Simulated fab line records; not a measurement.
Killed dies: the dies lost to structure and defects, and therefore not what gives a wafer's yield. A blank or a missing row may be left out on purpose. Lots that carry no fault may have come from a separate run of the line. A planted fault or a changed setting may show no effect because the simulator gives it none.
Lot-split experiment -- flow n5Finfet -- route with 1938 steps; 7 lots, 39 wafers read

== ON THE SPLIT ==
At N5_PASSIVATION_ETCH_15 (etches SiCN in CF4/N2, target depth 75 nm, time 81.2 s), the setting targetDepthA was moved away from the recipe's 750 angstrom on 18 of the 39 wafers read, by -39.3% to +54.9%. This setting was run at the recipe's value on the other wafers.

The split's own step is where the reading is taken.

== THE READING ==
etch.depthNm (the simulator's own value, which no gauge read), in nm, at N5_PASSIVATION_ETCH_15 (etches SiCN in CF4/N2, target depth 75 nm, time 81.2 s). The file gives no usual value for it. The 21 wafers here that ran the recipe average 65.23 nm, standard deviation 0.75 nm.

wafer,"tool, chamber at the split","targetDepthA as run, angstrom",against the recipe,"etch.depthNm, nm",against lot-mates on the recipe
L074.1,"rieDiel-01, 3",750,recipe,64.81,-
L074.2,"rieDiel-01, 1",750,recipe,66.12,-
L074.3,"rieDiel-01, 0",926.9,+23.6%,81.09,+15.86
L074.4,"rieDiel-01, 2",750,recipe,64.77,-
L074.5,"rieDiel-01, 1",926.9,+23.6%,81.81,+16.58
L074.6,"rieDiel-01, 2",926.9,+23.6%,80.42,+15.19
L082.1,"rieDiel-02, 2",750,recipe,67.01,-
L082.2,"rieDiel-02, 1",1143,+52.4%,100.4,+34.81
L082.3,"rieDiel-02, 0",750,recipe,65.02,-
L082.4,"rieDiel-02, 3",1143,+52.4%,97.47,+31.88
L082.5,"rieDiel-02, 0",750,recipe,64.73,-
L082.6,"rieDiel-02, 3",1143,+52.4%,97.62,+32.03
L084.1,"rieDiel-05, 3",607.8,-19.0%,52.99,-12.85
L084.2,"rieDiel-05, 0",750,recipe,66.73,-
L084.3,"rieDiel-05, 2",607.8,-19.0%,52.75,-13.09
L084.4,"rieDiel-05, 1",750,recipe,65.22,-
L084.5,"rieDiel-05, 3",750,recipe,65.57,-
L084.6,"rieDiel-05, 0",607.8,-19.0%,53.83,-12.01
L092.1,"rieDiel-01, 0",1162,+54.9%,100.7,+35.45
L092.2,"rieDiel-01, 2",750,recipe,65.32,-
L092.3,"rieDiel-01, 1",750,recipe,65.03,-
L092.4,"rieDiel-01, 3",1162,+54.9%,99.76,+34.51
L092.5,"rieDiel-01, 2",750,recipe,65.39,-
L092.6,"rieDiel-01, 1",1162,+54.9%,101.4,+36.15
L093.1,"rieDiel-01, 0",750,recipe,65.56,-
L093.2,"rieDiel-01, 1",933.8,+24.5%,82.64,+17.03
L093.3,"rieDiel-01, 3",750,recipe,65.14,-
L093.4,"rieDiel-01, 2",750,recipe,66.14,-
L093.5,"rieDiel-01, 0",933.8,+24.5%,81.21,+15.60
L093.6,"rieDiel-01, 3",933.8,+24.5%,81.07,+15.46
L095.1,"rieDiel-05, 0",455,-39.3%,40.33,-24.29
L095.2,"rieDiel-05, 2",455,-39.3%,39.06,-25.56
L095.3,"rieDiel-05, 3",455,-39.3%,39.69,-24.93
L095.4,"rieDiel-05, 1",750,recipe,64.42,-
L095.5,"rieDiel-05, 2",750,recipe,64.6,-
L095.6,"rieDiel-05, 1",750,recipe,64.85,-
L097.2,"rieDiel-05, 3",750,recipe,65.08,-
L097.3,"rieDiel-05, 1",750,recipe,64.3,-
L097.4,"rieDiel-05, 2",750,recipe,63.97,-

THE FIT
A straight line over all 39 wafers: etch.depthNm changes by +0.645 nm for each +1% of targetDepthA; r = +1.00; the points scatter about the line by 0.83 nm.
The same after taking each lot's own level away (the mean of its wafers on the recipe; 39 wafers): +0.64 nm for each +1%; r = +1.00; scatter 0.77 nm.
According to that fit, moving targetDepthA by its largest amount changes the reading by 35 nm.
Across the lots, their own levels run from 64.450 to 65.840 nm, a range of 1.9 times the standard deviation given above.
Consequently the slope shifts little with the lot-to-lot level, the two slopes agreeing.
Check: with one of the wafers moved furthest among these (+54.9%) left out of the fit, the line predicts +35.2 nm for it against its lot-mates. It came out at +35.5 nm against them.

== THESE WAFERS: OTHER SPLITS ==
Other splits were also applied to these wafers ahead of the reading. Each is held against what the fit with the lots' levels taken away leaves over:
other split on the same wafers,wafers away from the commonest value,r with etch.depthNm (lot level and that fit taken away)
N5_BEOL_M4_TRENCH_ETCH_37 targetDepthA,15,+0.15
N5_BEOL_M9_ETCH_66 timeS,9,+0.01
N5_BEOL_M11_VIA_ETCH_34 timeS,18,-0.03
N5_BEOL_M13_ETCH_68 timeS,15,+0.05

== THE FILE'S OWN FIT ==
etch.depthNm changes by +0.641 nm for each +1% of targetDepthA, r = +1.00.
